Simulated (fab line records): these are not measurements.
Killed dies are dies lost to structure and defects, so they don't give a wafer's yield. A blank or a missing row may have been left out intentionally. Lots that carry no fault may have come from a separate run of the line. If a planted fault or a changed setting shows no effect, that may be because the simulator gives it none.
Struck lot and sound lot, side by side + flow n5Finfet + 14 steps out of a route of 1938
Sound: these wafers, L516.1, L516.4, L516.5. The struck wafers were L531.1, L531.2, L531.3. Last of all comes the cause.
Order at every step that has rows: each side's tool, ch and its chambers, its first start. Under that, the readings that differ: sound wafers + struck wafers + difference of the means + sigmas: that difference in standard deviations of wafers without a fault.
alike: readings whose means differ by less than 2 such deviations, and words and numbers that are the same on both sides. not compared: withheld readings, readings that some wafer has no value for, bounds like >300 that may hide the same value, and numbers for which the record gives no deviation and whose values overlap.
The two part at a step that has a row with sigmas, a row that says differs or no value, or rows on one side only. Non-overlapping numbers with no deviation appear without sigmas and do not part them. Lack of a reading on every wafer of one side parts them only where that side has two or more wafers.

N5_BEOL_M3_ILD_DEP_00: deposits SiOC from DEMS/O2, target thk 79 nm, time 15.3 s.
  sound on pecvd-01 ch 0,1,2, day 8 11:26; struck on pecvd-03 ch 0,1,2, day 12 05:37
  alike: heaterPowerOuterW, heaterPowerW, showerheadPlenumPTorr, throttleValvePct
N5_BEOL_M3_THK_MEAS_01:
  sound on filmMetro-02, day 8 11:30; struck on filmMetro-02, day 12 05:41
  alike: M3_ILD_THK
N5_BEOL_M3_PECVD_72: deposits SiO2 from TEOS/O2, target thk 16 nm, time 18 s.
  sound on pecvd-02 ch 0,1,2, day 8 11:32; struck on pecvd-03 ch 0,1,2, day 12 05:43
  alike: heaterPowerOuterW, heaterPowerW, showerheadPlenumPTorr, throttleValvePct
N5_BEOL_M3_HM_DEP_02: deposits TiN, target thk 20 nm.
  sound on pvdSputter-02, day 8 13:17; struck on pvdSputter-01, day 12 07:46
  alike: chamberPressurePa, throttleValvePct
then, 8 steps without rows for these wafers: N5_BEOL_M3_COAT_61 (time 60 s, resist thk 60 nm); N5_BEOL_M3_COAT_62 (time 60 s, resist thk 12 nm); N5_BEOL_M3_COAT_73 (time 60 s, resist thk 5 nm); N5_BEOL_M3_COAT_05 (resist thk 30 nm); N5_BEOL_M3_EBR_07; N5_BEOL_M3_SOFTBAKE_06 (time 60 s); N5_BEOL_M3_EXPOSE_08 (exposes mask M3); N5_BEOL_M3_PEB_09 (peb time 60 s).
N5_BEOL_M3_DEVELOP_10: develop time 30 s.
  struck on lithoTrack-04, day 12 08:14; sound on lithoTrack-01 ch 0, day 8 13:45
  no value came back on the struck wafers for chillPlateTempC (C), developTimeS (s); on the sound wafers chillPlateTempC (C) reads 23.18 22.90 23.10
| reading                                     | sound          | struck   | difference | sigmas |
|---------------------------------------------|----------------|----------|------------|--------|
| model.CAR-EUV_of_BEOL_M3_COAT_05.thkNm (nm) | 29.6 29.4 29.6 | 30 30 30 | +0         |        |
N5_BEOL_M3_CD_MEAS_11: target cd 17.05 nm.
  sound on cdSem-03 ch 0, day 8 13:49; struck on cdSem-02 ch 0, day 12 08:17
| reading   | sound             | struck | difference                    | sigmas |
|-----------|-------------------|--------|-------------------------------|--------|
| cdNm (nm) | 17.11 16.98 16.78 | - - -  | no value on the struck wafers |        |

== WHERE THEY PART ==
Earliest at N5_BEOL_M3_DEVELOP_10; latest, in this record, at N5_BEOL_M3_CD_MEAS_11.

WHY: whatever the simulator had introduced
Whole step skipped at N5_BEOL_M3_DEVELOP_10 on lithoTrack-04, starting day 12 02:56. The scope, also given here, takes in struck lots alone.
